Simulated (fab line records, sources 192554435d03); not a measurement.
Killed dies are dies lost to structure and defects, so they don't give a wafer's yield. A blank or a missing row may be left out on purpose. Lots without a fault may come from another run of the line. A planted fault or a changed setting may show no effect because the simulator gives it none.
fab line records | flow n5_finfet | part 2 of 2: steps 17 to 26 of 26
record lots=5 wafers=15 last_day=16
route steps=1938 shown BEOL_M0_CUTY@706 BEOL_M0@715
lots that met no fault: from a run of the same line without faults
start_h: hours from the record's first day to the start of the lot's first wafer shown | wait_h: hours since the lot's step before | " the same as in the row above | L1.1+2: a row that stands for several wafers | - no value, or no start given | * or withheld: withheld | < > ~ a bound
route shown NAME@n: a module of which the file shows steps, and the number in the route of the first | usual: mean/standard deviation of fault-free wafers | same: alike in all rows | chamber/n: place in a boat | sites: the reading at each site | _std_site: their standard deviation | _edge_site: outer sites' mean less inner sites' | radius_mm: how far each site lies from the wafer's centre | mask NAME#n: copy n | behind: the tool/chamber that last shaped the wafer | hold: why the lot was held/for how many hours/how that ended | device: the transistor (n, p or np) that didn't switch | end of line: the same wafers' tests at the end of the route | a step without rows: its recipe alone | killed: dies lost to structure and defects at the first sort, not the wafer's yield | map: a wafer's dies, x killed, . not, _ none there
set.NAME: the setting as run; set.NAME@STEP: as run at that earlier step | model.NAME: the simulator's own value behind a step, which no gauge read
lots at some steps of the route; a table a step, a row a wafer
services: from which hour (start_h, from the record's first day; less than 0 if before it) a tool's chamber was out of use, for how many hours, and why
## steps
# step N5_BEOL_M0_STRIP_142
# recipe chemistry=N2/H2 time_s=10 power_w=450 temp_c=40 pressure_mtorr=20 rf_frequency_hz=6e+07 bias_power_w=7 n2_flow_sccm=200 h2_flow_sccm=200
# usual drypump_motor_current_A=5.7/0.31 oes_product_au=0.79/0.078 rf_vpp_V=59.3/0.83 showerhead_plenum_p_Torr=2.56/0.077 throttle_valve_pct=23.7/0.33
# columns lot.wafer tool chamber start_h wait_h drypump_motor_current_A oes_product_au rf_hours_counter_h rf_vpp_V showerhead_plenum_p_Torr throttle_valve_pct
L077.1 rie_diel-06 0 136.47 0.0 5.6 0.85 36 59.3 2.51 23.7
L077.2 " 2 " " 5.7 0.85 69 58.5 2.55 23.6
L077.5 " 3 " " 6.1 0.83 - 59.8 2.56 23.3
L083.2 rie_diel-01 1 169.35 0.0 5.6 0.74 193 59.6 2.64 24.3
L083.4 " 2 " " 5.9 0.68 239 59.5 2.40 24.1
L083.6 " 2 " " 5.9 0.68 - 60.0 2.40 24.0
L085.2 rie_diel-01 3 183.41 0.0 5.6 0.84 65 58.7 2.57 23.8
L085.3 " 1 " " 5.6 0.74 195 60.0 2.64 24.3
L085.6 " 0 " " 5.1 0.86 - 60.2 2.63 23.8
L091.3 rie_diel-06 0 213.98 0.0 5.6 0.82 64 58.9 2.50 23.7
L091.4 " 0 " " 5.6 0.82 - 58.3 2.50 23.7
L091.5 " 3 " " 6.0 0.81 - 59.4 2.55 23.4
L092.1 rie_diel-01 2 219.12 0.0 5.9 0.98 2 58.0 2.72 23.9
L092.2 " 1 " " 5.6 0.73 211 60.2 2.63 24.4
L092.6 " 1 " " 5.6 0.73 - 59.5 2.63 24.4
# step N5_BEOL_M0_OCD_MEAS_108
# usual trench_depth_nm=32.9/0.84
# columns lot.wafer tool chamber start_h wait_h trench_depth_nm
L077.1 ocd-01 - 136.55 0.1 32.4
L077.2 " - " " 34.1
L077.5 " - " " 32.8
L083.2 ocd-01 - 169.43 0.1 32.6
L083.4 " - " " 31.9
L083.6 " - " " 31.7
L085.2 ocd-01 - 183.49 0.1 32.5
L085.3 " - " " 33.0
L085.6 " - " " 34.6
L091.3 ocd-02 - 214.06 0.1 32.3
L091.4 " - " " 32.3
L091.5 " - " " 33.4
L092.1 ocd-02 - 219.20 0.1 32.2
L092.2 " - " " 32.3
L092.6 " - " " 32.2
# step N5_BEOL_M0_HM_STRIP_129
# recipe chemistry=peroxide_tin_strip material=TiN target_depth_a=170 temp_c=50 time_s=108
# columns lot.wafer tool chamber start_h wait_h
L077.1+2+5 wet_bench-04 7,5,0 136.59 0.0
L083.2+4+6 wet_bench-06 3,1,0 169.46 0.0
L085.2+3+6 wet_bench-04 6,3,5 183.52 0.0
L091.3+4+5 wet_bench-04 1,6,5 214.09 0.0
L092.1+2+6 wet_bench-06 0,7,3 219.24 0.0
# step N5_BEOL_M0_SRD_130
# recipe time_s=30 temp_c=23 rinse_liquid=diw dry=ipa_marangoni
# columns lot.wafer tool chamber start_h wait_h
L077.1+2+5 wet_bench-04 7,5,0 136.62 0.0
L083.2+4+6 wet_bench-06 3,1,0 169.50 0.0
L085.2+3+6 wet_bench-04 6,3,5 183.56 0.0
L091.3+4+5 wet_bench-04 1,6,5 214.16 0.0
L092.1+2+6 wet_bench-06 0,7,3 219.27 0.0
# step N5_BEOL_M0_ETCH_109
# recipe chemistry=CH3F/O2 target_depth_a=80 overetch_a=24 target=SiCN time_s=27.4 ion_energy_ev=120 pressure_mtorr=30 source_w=395 bias_w=75 Ar_flow_sccm=150 CH3F_flow_sccm=30 O2_flow_sccm=20
# usual drypump_motor_current_A=5.7/0.31 oes_product_au=0.68/0.067 rf_vpp_V=297.7/1.4 showerhead_plenum_p_Torr=2.02/0.052 throttle_valve_pct=16.32/0.27
# columns lot.wafer tool chamber start_h wait_h drypump_motor_current_A oes_product_au rf_hours_counter_h rf_vpp_V showerhead_plenum_p_Torr throttle_valve_pct
L077.1 rie_diel-04 3 136.82 0.2 6.2 0.70 66 298.1 1.96 16.23
L077.2 " 2 " " 5.5 0.61 181 298.2 2.07 16.12
L077.5 " 2 " " 5.5 0.62 - 298.1 2.07 16.11
L083.2 rie_diel-01 0 169.54 0.0 5.1 0.74 32 299.1 2.03 16.11
L083.4 " 3 " " 5.5 0.72 61 297.0 2.01 16.28
L083.6 " 3 " " 5.6 0.72 - 300.2 2.01 16.29
L085.2 rie_diel-06 3 183.69 0.1 6.0 0.69 100 297.9 2.02 16.13
L085.3 " 0 " " 5.6 0.71 49 295.8 1.95 15.85
L085.6 " 2 " " 5.6 0.70 - 298.6 2.03 16.52
L091.3 rie_diel-01 1 214.24 0.1 5.6 0.61 209 299.2 2.05 16.59
L091.4 " 0 " " 5.1 0.71 46 298.1 2.03 16.11
L091.5 " 1 " " 5.5 0.61 - 296.0 2.05 16.58
L092.1 rie_diel-01 3 219.31 0.0 5.5 0.71 82 298.9 2.00 16.34
L092.2 " 2 " " 5.8 0.82 2 300.4 2.16 16.54
L092.6 " 3 " " 5.5 0.71 - 297.5 2.00 16.32
# step N5_BEOL_M0_STRIP_139
# recipe chemistry=post_etch_residue_remover time_s=60 temp_c=25 remover_ph=withheld remover_water_wt_pct=withheld remover_fluoride_wt_pct=withheld
# columns lot.wafer tool chamber start_h wait_h
L077.1+2+5 wet_bench-06 5,7,0 136.92 0.1
L083.2+4+6 wet_bench-04 1,5,6 169.65 0.1
L085.2+3+6 wet_bench-06 6,1,2 183.79 0.1
L091.3+4+5 wet_bench-03 0,2,7 214.34 0.1
L092.1+2+6 wet_bench-03 7,6,3 219.42 0.1
# step N5_BEOL_M0_SRD_111
# recipe time_s=30 temp_c=23 rinse_liquid=diw dry=ipa_marangoni
# columns lot.wafer tool chamber start_h wait_h
L077.1+2+5 wet_bench-06 5,7,0 136.94 0.0
L083.2+4+6 wet_bench-04 1,5,6 169.67 0.0
L085.2+3+6 wet_bench-06 6,1,2 183.82 0.0
L091.3+4+5 wet_bench-03 0,2,7 214.36 0.0
L092.1+2+6 wet_bench-03 7,6,3 219.44 0.0
# step N5_BEOL_M0_DEGAS_112
# recipe ambient=vacuum temp_c=250 time_s=60
# usual heater_power_w=325/19
# columns lot.wafer tool chamber start_h wait_h heater_power_w
L077.1 pvd_sputter-02 - 137.11 0.2 313
L077.2 " - " " 320
L077.5 " - " " 309
L083.2 pvd_sputter-03 - 170.15 0.5 330
L083.4 " - " " 327
L083.6 " - " " 340
L085.2 pvd_sputter-01 - 184.24 0.4 326
L085.3 " - " " 278
L085.6 " - " " 320
L091.3 pvd_sputter-02 - 215.09 0.7 358
L091.4 " - " " 317
L091.5 " - " " 318
L092.1 pvd_sputter-01 - 220.25 0.8 325
L092.2 " - " " 276
L092.6 " - " " 323
# step N5_BEOL_M0_PRE_CLEAN_113
# recipe gas=H2/He time_s=30 temp_c=250
# usual heater_power_w=325/19
# columns lot.wafer tool chamber start_h wait_h heater_power_w
L077.1 pvd_sputter-02 - 137.15 0.0 323
L077.2 " - " " 331
L077.5 " - " " 323
L083.2 pvd_sputter-03 - 170.19 0.0 323
L083.4 " - " " 324
L083.6 " - " " 336
L085.2 pvd_sputter-01 - 184.28 0.0 324
L085.3 " - " " 276
L085.6 " - " " 332
L091.3 pvd_sputter-02 - 215.13 0.0 352
L091.4 " - " " 318
L091.5 " - " " 314
L092.1 pvd_sputter-01 - 220.29 0.0 320
L092.2 " - " " 279
L092.6 " - " " 329
# step N5_BEOL_M0_ALD_136
# recipe material=TaN target_thk_a=* temp_c=275 ald_precursor_family=PDMAT ald_co_reactant=NH3 pressure_torr=3 carrier_flow_sccm=1500 pulse_time_s=2 purge_time_s=3 co_reactant_purge_time_s=2 co_reactant_pulse_time_s=3 ald_cycles=30 precursor_vessel_temp_c=75 precursor_vessel_pressure_torr=26.25 precursor_vessel_carrier_sccm=1000
# usual heater_power_w=430/39
# columns lot.wafer tool chamber start_h wait_h heater_power_w
L077.1 ald_metal-03 1 137.36 0.2 444
L077.2 " 2 " " 426
L077.5 " 0 " " 410
L083.2 ald_metal-02 3 170.31 0.1 323
L083.4 " 0 " " 384
L083.6 " 3 " " 325
L085.2 ald_metal-03 1 184.35 0.0 454
L085.3 " 2 " " 420
L085.6 " 3 " " 475
L091.3 ald_metal-03 3 215.19 0.0 488
L091.4 " 0 " " 421
L091.5 " 0 " " 414
L092.1 ald_metal-01 1 220.37 0.1 386
L092.2 " 0 " " 399
L092.6 " 0 " " 407
## services
# columns tool chamber start_h hours kind
rie_metal-03 - 114.79 1.0 repair
rie_metal-01 - 128.24 0.1 repair
rie_metal-03 - 138.89 0.6 repair
litho_track-02 - 142.80 - consumable_replace:filter
pvd_sputter-01 - 150.27 1.8 repair
rie_metal-02 - 153.54 15.6 pm
rie_diel-06 0 155.65 13.1 repair
rie_diel-01 1 173.91 5.0 repair
ald_metal-01 - 178.55 0.7 repair
rie_metal-03 0 180.33 - clean
rie_metal-03 0 180.33 12.5 scheduled_down
rie_metal-03 0 180.33 12.5 vent_cycle
rie_metal-02 1 182.90 7.5 repair
rie_diel-06 1 187.11 16.2 repair
ald_metal-02 1 187.77 24.8 repair
rie_diel-01 2 201.16 - clean
rie_diel-01 2 201.16 - consumable_replace:focus_ring
rie_diel-01 2 201.16 - consumable_replace:showerhead
rie_diel-01 2 201.16 13.0 scheduled_down
rie_diel-01 2 201.16 13.0 vent_cycle
rie_diel-04 1 204.77 9.1 repair
litho_track-01 - 206.72 - consumable_replace:filter
rie_metal-02 0 216.12 14.3 repair
